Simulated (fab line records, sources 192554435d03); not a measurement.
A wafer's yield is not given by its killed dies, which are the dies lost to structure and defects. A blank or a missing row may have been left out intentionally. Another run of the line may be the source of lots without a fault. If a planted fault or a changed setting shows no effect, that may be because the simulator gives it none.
Split-lot experiment ; flow n5_finfet ; 39 wafers read from 7 lots, route of 1938 steps

ON THE SPLIT
At N5_BEOL_M10_ETCH_62 (etches SOC in N2/H2, target depth 110 nm, overetch 22 nm, time 165 s), the setting time_s was moved away from the recipe's 165 s on 15 of the 39 wafers read, by -53.3% to +50.4%. This setting was run at the recipe's value on the other wafers.

The reading is taken at the split's own step.

THE READING
SiARC_of_BEOL_M10_COAT_60.thk_nm (the simulator's own value, which no gauge read), in nm, at N5_BEOL_M10_ETCH_62 (etches SOC in N2/H2, target depth 110 nm, overetch 22 nm, time 165 s). The file gives no usual value for it. Average 23.5 nm, standard deviation 0.29 nm, over the 24 wafers here run with the recipe.

wafer;tool, chamber at the split;time_s as run, s;against the recipe;SiARC_of_BEOL_M10_COAT_60.thk_nm, nm;against lot-mates on the recipe
L080.1;rie_diel-01, 1;76.99;-53.3%;27.2;+3.5
L080.2;rie_diel-01, 0;165;recipe;23.8;-
L080.3;rie_diel-01, 3;76.99;-53.3%;27;+3.3
L080.4;rie_diel-01, 3;165;recipe;23.4;-
L080.5;rie_diel-01, 0;165;recipe;23.8;-
L080.6;rie_diel-01, 1;76.99;-53.3%;27.2;+3.5
L079.1;rie_diel-05, 1;105.4;-36.1%;26;+2.3
L079.2;rie_diel-05, 0;105.4;-36.1%;26;+2.3
L079.3;rie_diel-05, 2;105.4;-36.1%;25.8;+2.1
L079.4;rie_diel-05, 3;165;recipe;24;-
L079.5;rie_diel-05, 3;165;recipe;23.8;-
L079.6;rie_diel-05, 2;165;recipe;23.4;-
L081.1;rie_diel-06, 1;165;recipe;23.4;-
L081.6;rie_diel-06, 1;165;recipe;23.4;-
L081.2;rie_diel-06, 3;124.3;-24.7%;25.2;+1.6
L081.3;rie_diel-06, 0;165;recipe;24;-
L081.4;rie_diel-06, 2;124.3;-24.7%;25;+1.4
L081.5;rie_diel-06, 0;124.3;-24.7%;25.6;+2.0
L083.1;rie_diel-06, 0;216.1;+31.0%;21.8;-1.5
L083.2;rie_diel-06, 3;165;recipe;23.6;-
L083.3;rie_diel-06, 2;165;recipe;23;-
L083.4;rie_diel-06, 1;165;recipe;23.2;-
L083.5;rie_diel-06, 3;216.1;+31.0%;21.6;-1.7
L083.6;rie_diel-06, 2;216.1;+31.0%;21.2;-2.1
L093.1;rie_diel-01, 2;165;recipe;23.2;-
L093.2;rie_diel-01, 0;248.1;+50.4%;20.4;-3.0
L093.3;rie_diel-01, 0;165;recipe;23.8;-
L093.4;rie_diel-01, 2;165;recipe;23.2;-
L093.5;rie_diel-01, 2;248.1;+50.4%;19.8;-3.6
L093.6;rie_diel-01, 0;248.1;+50.4%;20.6;-2.8
L096.1;rie_diel-06, 1;165;recipe;23.2;-
L096.3;rie_diel-06, 2;165;recipe;23.2;-
L096.4;rie_diel-06, 0;165;recipe;24;-
L094.1;rie_diel-05, 1,2;165;recipe;23.4;-
L094.5;rie_diel-05, 1,2;165;recipe;23.4;-
L094.2;rie_diel-05, 3,0;165;recipe;23.8;-
L094.4;rie_diel-05, 3,0;165;recipe;23.8;-
L094.3;rie_diel-05, 2;165;recipe;23.4;-
L094.6;rie_diel-05, 1;165;recipe;23.4;-
The file does not say which wafer passed through which chamber wherever a row lists several chambers: such a row stands for several wafers.

THE FIT
A straight line over all 39 wafers: SiARC_of_BEOL_M10_COAT_60.thk_nm changes by -0.0663 nm for each +1% of time_s; r = -0.99; the points scatter about the line by 0.28 nm.
The same after taking each lot's own level away (the mean of its wafers on the recipe; 39 wafers): -0.0625 nm for each +1%; r = -0.99; scatter 0.26 nm.
That fit puts the effect of the largest move of time_s on the reading at 3.3 nm.
The lots' own levels span 23.27 to 23.73 nm, that is 1.6 times the standard deviation above.
The two slopes are in agreement: the lot-to-lot level therefore moves the slope only a little.
Check: with one of the wafers moved furthest among these (-53.3%) left out of the fit, the line predicts +3.34 nm for it against its lot-mates. Against them it came out at +3.53 nm.

THESE WAFERS: OTHER SPLITS
Other splits were also applied to these wafers ahead of the reading. Each is held against what the fit with the lots' levels taken away leaves over:
other split on the same wafers;wafers away from the commonest value;r with SiARC_of_BEOL_M10_COAT_60.thk_nm (lot level and that fit taken away)
N5_BEOL_M7_TRENCH_ETCH_37 time_s;15;+0.02

THE WHOLE CHAIN: every reading that the file lists as answering this split, in the file's order
step;what it does;reading;change (the file's fit);r (the file's)
N5_BEOL_M10_ETCH_62;etches SOC in N2/H2, target depth 110 nm, overetch 22 nm, time 165 s;etch.depth_nm (the simulator's own value, which no gauge read);not straight: 60.14 at the lowest setting, 100.2 at the recipe, 100.1 at the highest;not given
N5_BEOL_M10_ETCH_62;etches SOC in N2/H2, target depth 110 nm, overetch 22 nm, time 165 s;SiARC_of_BEOL_M10_COAT_60.thk_nm (the simulator's own value, which no gauge read);-0.0626 nm for each +1% of the setting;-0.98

FILE'S OWN FIT
SiARC_of_BEOL_M10_COAT_60.thk_nm changes by -0.0626 nm for each +1% of time_s, r = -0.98.
